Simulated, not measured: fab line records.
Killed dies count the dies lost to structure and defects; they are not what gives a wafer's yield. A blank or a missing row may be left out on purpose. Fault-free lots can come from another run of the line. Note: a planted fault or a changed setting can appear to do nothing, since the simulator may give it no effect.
fab line records | flow n5-finfet
record lots=12 wafers=32 last-day=18
route steps=1938 shown HKMG_FIN@420 PASSIVATION@1936
lots that met no fault: taken from a fault-free run of the same line
start-h: hours from the record's opening day to when the first of the lot's shown wafers began | wait-h: hours elapsed since this lot's preceding step | " unchanged from the row above | L1.1+2: several wafers, shown together as one row | - no value, or no start was given | * or withheld: withheld | < > ~ a bound
route shown NAME@n: a module of which the file shows steps, and the number in the route of the first | usual: mean and standard deviation over wafers with no fault | same: alike in all rows | chamber/n: place in a boat | sites: readings site by site | _std_site: standard deviation across them | _edge_site: the outer-site mean with the inner-site mean subtracted | radius-mm: for every site, how far away it sits from the centre of the wafer | mask NAME#n: copy n | behind: the most recent tool/chamber to have shaped the wafer | hold: the reason the lot was held/the length of the hold in hours/how it ended | device: which transistor (n, p or np) failed to switch | end of line: the route-end tests of the same wafers | a step with no rows: only its recipe | killed: dies that structure and defects cost at the first sort, which is not the same as the wafer's yield | map: per-die view of a wafer (x killed, . not killed, _ where there is no die)
set.NAME: setting as actually run; set.NAME@STEP: the setting as run at that earlier step | model.NAME: the simulator's own value behind a step, which no gauge read
a sample of lots followed through the steps of the route, with each step as a table and each wafer as a row
services: a tool's chamber out of use, with start hour (start-h, from the record's first day; less than 0 if before it), hours out, and reason
## steps
# step N5_HKMG_FIN_THK_MEAS_70
# recipe thk-meas-gauge=xrf reads=HfO2_of_HKMG_FIN_HK_ALD_01
# usual HK_THK=1.604/0.021
# columns lot.wafer tool chamber start-h wait-h HK_THK[nm]
L340.3 film-metro-02 - 75.01 0.2 1.592
L340.4 " - " " 1.624
L340.5 " - " " 1.591
L342.1 film-metro-01 - 85.92 0.2 1.602
L342.2 " - " " 1.623
L342.4 " - " " 1.602
L346.2 film-metro-02 - 109.73 0.2 1.629
L346.4 " - " " 1.609
L346.5 " - " " 1.620
L347.5 film-metro-02 - 121.51 0.0 1.621
L347.6 " - " " 1.565
L348.1 film-metro-02 - 125.08 0.2 1.607
L348.6 " - " " 1.593
L350.2 film-metro-01 - 139.60 0.2 1.579
L350.4 " - " " 1.608
L350.6 " - " " 1.605
L351.1 film-metro-02 - 143.09 0.2 1.649
L351.5 " - " " 1.557
L356.1 film-metro-02 - 170.03 0.2 1.609
L356.2 " - " " 1.594
L356.3 " - " " 1.662
L359.1 film-metro-01 - 190.85 0.2 1.608
L359.4 " - " " 1.616
L359.6 " - " " 1.597
L361.2 film-metro-01 - 206.09 0.2 1.619
L361.4 " - " " 1.599
L361.5 " - " " 1.636
L363.2 film-metro-01 - 214.49 0.2 1.616
L363.3 " - " " 1.631
L363.5 " - " " 1.631
L362.4 film-metro-01 - 215.24 0.2 1.588
L362.6 " - " " 1.605
# step N5_HKMG_FIN_ETCH_32
# recipe chemistry=N2/H2 target=SOC target-depth-a=2400 temp-c=40 time-s=300 ion-energy-ev=200 mask-material=SiARC pressure-mtorr=30 source-w=840 bias-w=150 n2-flow-sccm=200 h2-flow-sccm=200
# usual drypump-motor-current-A=5.7/0.4 oes-product-au=0.83/0.099 rf-vpp-V=524.4/1.9 showerhead-plenum-p-Torr=2.56/0.074 temp-c=40.01/0.12 throttle-valve-pct=17.81/0.18
# columns lot.wafer tool chamber start-h wait-h drypump-motor-current-A oes-product-au rf-hours-counter-h rf-vpp-V showerhead-plenum-p-Torr temp-c throttle-valve-pct
L340.3 rie-diel-01 2 76.06 0.0 4.9 0.69 249 525.7 2.61 40.00 17.99
L340.4 " 0 " " 5.4 0.93 25 525.1 2.58 40.01 17.52
L340.5 " 0 " " 5.4 0.93 - 526.4 2.58 40.03 17.55
L342.1 rie-diel-06 3 86.85 0.0 5.1 0.72 235 525.3 2.60 40.01 17.99
L342.2 " 1 " " 6.2 0.72 183 521.4 2.42 40.01 17.91
L342.4 " 2 " " 5.3 0.91 24 527.1 2.70 39.76 17.62
L346.2 rie-diel-05 2 110.65 0.0 5.8 0.94 20 522.1 2.49 39.98 17.80
L346.4 " 0 " " 5.7 0.82 70 524.8 2.60 40.07 17.59
L346.5 " 0 " " 5.7 0.82 - 524.3 2.60 40.02 17.57
L347.5 rie-diel-05 2 122.53 0.1 5.8 0.94 - 522.0 2.49 40.24 17.81
L347.6 " 3 " " 6.3 0.70 - 526.3 2.64 40.00 18.08
L348.1 rie-diel-05 3 126.13 0.0 6.2 0.70 223 526.5 2.63 40.11 18.07
L348.6 " 1 " " 5.9 0.95 - 521.8 2.48 40.02 17.80
L350.2 rie-diel-05 3 141.92 0.0 6.2 0.70 231 524.8 2.63 39.90 18.07
L350.4 " 1 " " 5.9 0.93 21 523.6 2.47 39.83 17.81
L350.6 " 2 " " 5.8 0.92 - 522.9 2.48 39.94 17.83
L351.1 rie-diel-05 0 144.92 0.0 5.8 0.81 84 524.6 2.59 40.13 17.59
L351.5 " 1 " " 5.9 0.93 - 523.8 2.47 39.88 17.84
L356.1 rie-diel-01 0 171.27 0.0 5.4 0.87 62 524.9 2.56 40.04 17.61
L356.2 " 3 " " 5.6 0.68 219 525.0 2.62 40.12 18.02
L356.3 " 2 " " 4.9 0.94 24 524.4 2.60 40.12 17.60
L359.1 rie-diel-01 3 191.92 0.0 5.6 0.68 228 526.0 2.61 40.10 18.03
L359.4 " 0 " " 5.4 0.86 69 525.4 2.56 40.12 17.64
L359.6 " 3 " " 5.6 0.67 - 525.3 2.61 40.07 18.04
L361.2 rie-diel-01 3 207.13 0.0 5.6 0.67 233 525.5 2.61 39.98 18.04
L361.4 " 0 " " 5.4 0.86 75 525.4 2.56 40.04 17.63
L361.5 " 1 " " 6.1 0.84 - 524.1 2.55 40.06 17.76
L363.2 rie-diel-05 3 215.42 0.0 6.3 0.96 2 525.2 2.62 40.00 17.73
L363.3 " 2 " " 5.8 0.86 61 521.2 2.47 39.83 17.87
L363.5 " 0 " " 5.7 0.78 - 524.1 2.58 39.95 17.64
L362.4 rie-diel-01 0 216.17 0.0 5.4 0.85 78 523.4 2.56 39.97 17.62
L362.6 " 1 " " 6.1 0.84 - 524.5 2.54 39.94 17.77
# step N5_HKMG_FIN_STRIP_34
# recipe chemistry=CF4 resist=SiARC power-w=300 bias-power-w=75 pressure-mtorr=50 cf4-flow-sccm=150 rf-frequency-hz=6e+07
# usual drypump-motor-current-A=5.7/0.39 oes-product-au=0.82/0.09 rf-vpp-V=271.3/1.3 showerhead-plenum-p-Torr=1.81/0.047 throttle-valve-pct=13.53/0.23
# columns lot.wafer tool chamber start-h wait-h drypump-motor-current-A oes-product-au rf-hours-counter-h rf-vpp-V showerhead-plenum-p-Torr throttle-valve-pct
L340.3 rie-diel-01 2 76.25 0.0 4.9 0.68 249 270.3 1.81 13.66
L340.4 " 0 " " 5.4 0.91 25 270.6 1.84 13.32
L340.5 " 0 " " 5.4 0.91 - 271.8 1.84 13.35
L342.1 rie-diel-06 3 87.04 0.0 5.1 0.70 235 273.0 1.85 13.89
L342.2 " 1 " " 6.1 0.72 183 269.0 1.72 13.65
L342.4 " 2 " " 5.3 0.89 24 272.7 1.90 13.30
L346.2 rie-diel-05 2 110.84 0.0 5.7 0.91 21 271.0 1.76 13.55
L346.4 " 0 " " 5.7 0.81 70 271.7 1.81 13.13
L346.5 " 0 " " 5.7 0.81 - 271.6 1.81 13.13
L347.5 rie-diel-05 2 122.64 0.0 5.8 0.90 - 271.3 1.76 13.58
L347.6 " 3 " " 6.2 0.68 - 272.8 1.84 13.79
L348.1 rie-diel-05 3 126.32 0.0 6.3 0.69 223 272.1 1.83 13.81
L348.6 " 1 " " 5.9 0.93 - 270.0 1.75 13.42
L350.2 rie-diel-05 3 142.11 0.0 6.3 0.69 231 274.2 1.83 13.82
L350.4 " 1 " " 5.9 0.91 21 272.1 1.75 13.45
L350.6 " 2 " " 5.8 0.88 - 270.5 1.76 13.59
L351.1 rie-diel-05 0 145.11 0.0 5.7 0.80 84 271.7 1.81 13.15
L351.5 " 1 " " 5.9 0.91 - 271.5 1.75 13.45
L356.1 rie-diel-01 0 171.46 0.0 5.4 0.85 62 271.6 1.83 13.44
L356.2 " 3 " " 5.6 0.68 220 270.6 1.85 13.89
L356.3 " 2 " " 4.9 0.91 24 271.2 1.81 13.16
L359.1 rie-diel-01 3 192.11 0.0 5.6 0.68 228 272.5 1.85 13.88
L359.4 " 0 " " 5.4 0.84 69 271.5 1.82 13.43
L359.6 " 3 " " 5.6 0.68 - 273.6 1.85 13.91
L361.2 rie-diel-01 3 207.32 0.0 5.6 0.67 233 272.3 1.85 13.90
L361.4 " 0 " " 5.4 0.84 75 270.2 1.82 13.44
L361.5 " 1 " " 6.1 0.81 - 270.8 1.81 13.58
L363.2 rie-diel-05 3 215.61 0.0 6.3 0.94 2 271.0 1.83 13.30
L363.3 " 2 " " 5.8 0.85 61 271.0 1.75 13.64
L363.5 " 0 " " 5.7 0.77 - 270.7 1.80 13.21
L362.4 rie-diel-01 0 216.36 0.0 5.4 0.83 78 272.0 1.82 13.46
L362.6 " 1 " " 6.1 0.80 - 270.3 1.81 13.59
# step N5_HKMG_FIN_WET_ETCH_18
# recipe chemistry=SC1 target=TiN mix=1:1:5 temp-c=* time-s=55 target-depth-nm=5.2 dry=ipa-marangoni rinse-time-s=30 rinse-temp-c=23
# usual bath-guard-temp-C=* h2o2-flow-mL-min=214.4/0.65 rinse-temp-c=* temp-c=*
# columns lot.wafer tool chamber start-h wait-h bath-guard-temp-C h2o2-flow-mL-min rinse-temp-c temp-c
L340.3 wet-bench-06 7 76.50 0.1 * 214.2 * *
L340.4 " 6 " " * 215.1 * *
L340.5 " 2 " " * 214.4 * *
L342.1 wet-bench-01 0 87.29 0.1 * 214.3 * *
L342.2 " 7 " " * 214.7 * *
L342.4 " 2 " " * 214.5 * *
L346.2 wet-bench-06 3 111.10 0.1 * 214.5 * *
L346.4 " 6 " " * 214.0 * *
L346.5 " 2 " " * 214.2 * *
L347.5 wet-bench-05 7 122.88 0.0 * 214.7 * *
L347.6 " 0 " " * 214.6 * *
L348.1 wet-bench-05 0 126.58 0.1 * 214.2 * *
L348.6 " 7 " " * 213.7 * *
L350.2 wet-bench-05 7 142.37 0.1 * 213.7 * *
L350.4 " 1 " " * 214.5 * *
L350.6 " 0 " " * 214.9 * *
L351.1 wet-bench-06 5 145.36 0.1 * 214.4 * *
L351.5 " 1 " " * 214.2 * *
L356.1 wet-bench-06 7 171.72 0.1 * 213.0 * *
L356.2 " 5 " " * 215.9 * *
L356.3 " 6 " " * 213.3 * *
L359.1 wet-bench-06 1 192.36 0.1 * 215.4 * *
L359.4 " 2 " " * 215.5 * *
L359.6 " 5 " " * 213.9 * *
L361.2 wet-bench-05 2 207.57 0.1 * 213.9 * *
L361.4 " 7 " " * 214.5 * *
L361.5 " 1 " " * 214.4 * *
L363.2 wet-bench-05 4 215.86 0.1 * 215.5 * *
L363.3 " 7 " " * 214.2 * *
L363.5 " 0 " " * 215.3 * *
L362.4 wet-bench-05 6 216.61 0.1 * 214.3 * *
L362.6 " 2 " " * 214.6 * *
# step N5_PASSIVATION_PROBE_49
# usual killed_at_M0_to_M3=31/11 killed_at_M4_up=14/5.1 killed-at-contacts=12/5.6 killed-at-front-end=42/12 killed-at-other=3.8/2.9 killed-dies=103/18 killed-open=67/14 killed-short=33/8
# same gross-dies=1180 killed-at-back-side=0
# columns lot.wafer tool chamber start-h wait-h killed_at_M0_to_M3 killed_at_M4_up killed-at-contacts killed-at-front-end killed-at-other killed-dies killed-open killed-short
L348.1 prober-01 - 326.26 0.0 34 20 15 34 7 110 65 42
L348.6 prober-01 - 326.51 0.3 29 13 10 44 1 97 64 33
L346.2 prober-01 - 331.52 0.1 37 21 14 40 6 118 87 31
L346.4 prober-01 - 331.62 0.2 22 12 13 43 1 91 68 23
L346.5 prober-01 - 331.67 0.2 31 18 3 33 1 86 52 34
L347.5 prober-01 - 339.62 0.2 17 12 9 36 6 80 49 31
L347.6 prober-01 - 339.67 0.3 22 16 8 45 3 94 64 29
L356.3 prober-02 - 384.32 0.1 51 6 7 45 4 113 73 30
L361.2 prober-01 - 415.77 0.1 54 20 13 49 6 142 90 51
L361.4 prober-01 - 415.87 0.2 39 14 13 24 7 97 56 39
L361.5 prober-01 - 415.92 0.2 51 19 12 45 3 130 89 39
L362.4 prober-01 - 422.65 0.2 31 13 13 39 3 99 75 22
L362.6 prober-01 - 422.75 0.3 40 12 10 20 3 85 62 22
# killed by level:class
L348.1 MOL_CONTACT_COAG:geometric-particle:open=14 BEOL_M0_SAQP:geometric-particle:short=14 BEOL_M3:geometric-particle:open=7 BEOL_M0_SAQP:geometric-particle:open=6 FIN_SAQP:geometric-particle:short=5 FIN_SAQP:geometric-particle:open=5 STI_FIN_REVEAL:geometric-particle:open=5 BEOL_M5:geometric-particle:open=5
L348.6 STI_FIN_REVEAL:geometric-particle:open=10 MOL_CONTACT_COAG:geometric-particle:open=8 BEOL_M4:geometric-particle:open=8 BEOL_M0_SAQP:geometric-particle:open=7 FIN_SAQP:geometric-particle:open=6 FIN_SAQP:geometric-particle:short=6 GATE_CUT:geometric-particle:short=6 BEOL_M0_SAQP:geometric-particle:short=6
L346.2 MOL_CONTACT_COAG:geometric-particle:open=12 STI_FIN_REVEAL:geometric-particle:open=11 BEOL_M4:geometric-particle:open=11 BEOL_M3:geometric-particle:open=8 FIN_SAQP:geometric-particle:open=5 FIN_SAQP:geometric-particle:short=5 BEOL_M0_SAQP:geometric-particle:short=5 BEOL_M0_SAQP:geometric-particle:open=5
L346.4 STI_FIN_REVEAL:geometric-particle:open=21 MOL_CONTACT_COAG:geometric-particle:open=12 BEOL_M4:geometric-particle:open=5 FIN_SAQP:geometric-particle:open=4 GATE_CUT:geometric-particle:short=4 BEOL_M0_SAQP:geometric-particle:open=4 BEOL_M0_SAQP:geometric-particle:short=4 BEOL_M1:geometric-particle:open=4
L346.5 FIN_SAQP:geometric-particle:short=11 BEOL_M4:geometric-particle:open=11 BEOL_M0_SAQP:geometric-particle:short=8 BEOL_M0_SAQP:geometric-particle:open=7 BEOL_M2:geometric-particle:open=6 FIN_SAQP:geometric-particle:open=4 DUMMY_GATE:geometric-particle:open=4 GATE_CUT:geometric-particle:open=3
L347.5 FIN_SAQP:geometric-particle:short=11 DUMMY_GATE:geometric-particle:open=9 MOL_CONTACT_COAG:geometric-particle:open=6 BEOL_M5:geometric-particle:open=6 STI_FIN_REVEAL:geometric-particle:open=4 BEOL_M0_SAQP:geometric-particle:open=4 STARTING-WAFER:geometric-particle:open=4 MOL_CONTACT_COAG:geometric-particle:short=3
L347.6 FIN_SAQP:geometric-particle:open=15 FIN_SAQP:geometric-particle:short=13 BEOL_M1:geometric-particle:open=11 MOL_CONTACT_COAG:geometric-particle:open=8 BEOL_M4:geometric-particle:open=8 GATE_CUT:geometric-particle:open=6 GATE_CUT:geometric-particle:short=5 BEOL_M3:geometric-particle:open=3
L356.3 FIN_SAQP:geometric-particle:open=13 BEOL_M3:geometric-particle:open=13 BEOL_M0_SAQP:geometric-particle:short=12 BEOL_M0_SAQP:geometric-particle:open=10 BEOL_M1:geometric-particle:open=8 MOL_CONTACT_COAG:geometric-particle:open=6 HKMG_FIN:area-etch=6 BEOL_M5:geometric-particle:open=5
L361.2 BEOL_M0_SAQP:geometric-particle:open=19 BEOL_M0_SAQP:geometric-particle:short=17 FIN_SAQP:geometric-particle:short=16 MOL_CONTACT_COAG:geometric-particle:open=10 BEOL_M4:geometric-particle:open=9 FIN_SAQP:geometric-particle:open=8 BEOL_M1:geometric-particle:open=8 STI_FIN_REVEAL:geometric-particle:open=4
L361.4 BEOL_M0_SAQP:geometric-particle:short=10 MOL_CONTACT_COAG:geometric-particle:open=9 BEOL_M2:geometric-particle:short=7 BEOL_M2:geometric-particle:open=7 FIN_SAQP:geometric-particle:open=6 GATE_CUT:geometric-particle:open=6 BEOL_M1:geometric-particle:open=6 BEOL_M0_SAQP:geometric-particle:open=6
L361.5 BEOL_M0_SAQP:geometric-particle:short=14 BEOL_M0_SAQP:geometric-particle:open=13 FIN_SAQP:geometric-particle:open=10 MOL_CONTACT_COAG:geometric-particle:open=10 BEOL_M4:geometric-particle:open=10 BEOL_M1:geometric-particle:open=9 BEOL_M2:geometric-particle:open=6 DUMMY_GATE:geometric-particle:open=5
L362.4 FIN_SAQP:geometric-particle:open=15 MOL_CONTACT_COAG:geometric-particle:open=11 STI_FIN_REVEAL:geometric-particle:open=7 BEOL_M2:geometric-particle:open=6 BEOL_M0:geometric-particle:open=6 BEOL_M1:geometric-particle:open=6 FIN_SAQP:geometric-particle:short=5 BEOL_M3:geometric-particle:open=4
L362.6 MOL_CONTACT_COAG:geometric-particle:open=9 BEOL_M1:geometric-particle:open=9 BEOL_M0_SAQP:geometric-particle:short=7 BEOL_M0_SAQP:geometric-particle:open=7 BEOL_M3:geometric-particle:open=7 BEOL_M4:geometric-particle:open=5 FIN_SAQP:geometric-particle:open=4 BEOL_M3:geometric-particle:short=4
## services
# columns tool chamber start-h hours kind
rie-diel-05 1 58.41 - clean
rie-diel-05 1 58.41 - consumable-replace:focus-ring
rie-diel-05 1 58.41 20.7 scheduled-down
rie-diel-05 1 58.41 20.7 vent-cycle
rie-diel-01 2 79.53 - clean
rie-diel-01 2 79.53 - consumable-replace:focus-ring
rie-diel-01 2 79.53 25.2 scheduled-down
rie-diel-01 2 79.53 25.2 vent-cycle
rie-diel-05 1 89.71 3.3 repair
rie-diel-06 3 100.54 10.5 repair
rie-diel-06 - 125.58 28.1 pm
rie-diel-01 2 128.72 2.3 repair
wet-bench-06 - 138.05 2.8 repair
rie-diel-06 3 166.60 - clean
rie-diel-06 3 166.60 - consumable-replace:focus-ring
rie-diel-05 3 194.37 - clean
rie-diel-05 3 194.37 - consumable-replace:focus-ring
rie-diel-05 3 194.37 13.7 scheduled-down
rie-diel-05 3 194.37 13.7 vent-cycle
## key
first-sign step=N5_HKMG_FIN_WET_ETCH_18 reading=temp-c direction=down sigmas=32 usual=* struck=*
effect step=N5_HKMG_FIN_WET_ETCH_18 reading=bath-guard-temp-C direction=down sigmas=6.7 usual=* struck=*
met-at N5_HKMG_FIN_WET_ETCH_18
struck-lots L356,L359
rows-end L359.1
tester-left-out L356,L359
not-acting-at N5_HKMG_FIN_THK_MEAS_70,N5_HKMG_FIN_ETCH_32,N5_HKMG_FIN_STRIP_34
onset-between 145.36 171.72
fault kind=process-parameter-drift tool=wet-bench-06 chamber=- onset-h=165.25 steps=N5_HKMG_FIN_WET_ETCH_18 channel=temp-c offset=* shape=step end-h=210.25 acts-in=* stated=*
# tester-left-out: of these lots the tester's yield and bins aren't shown, on N5 and GAA mostly nor the transistor test; their killed dies are dies lost to structure and defects alone, not to doping, threshold or leakage, so they don't give the yield
# rows-end: these wafers met a further fault down the route, and their rows from its step on are left out
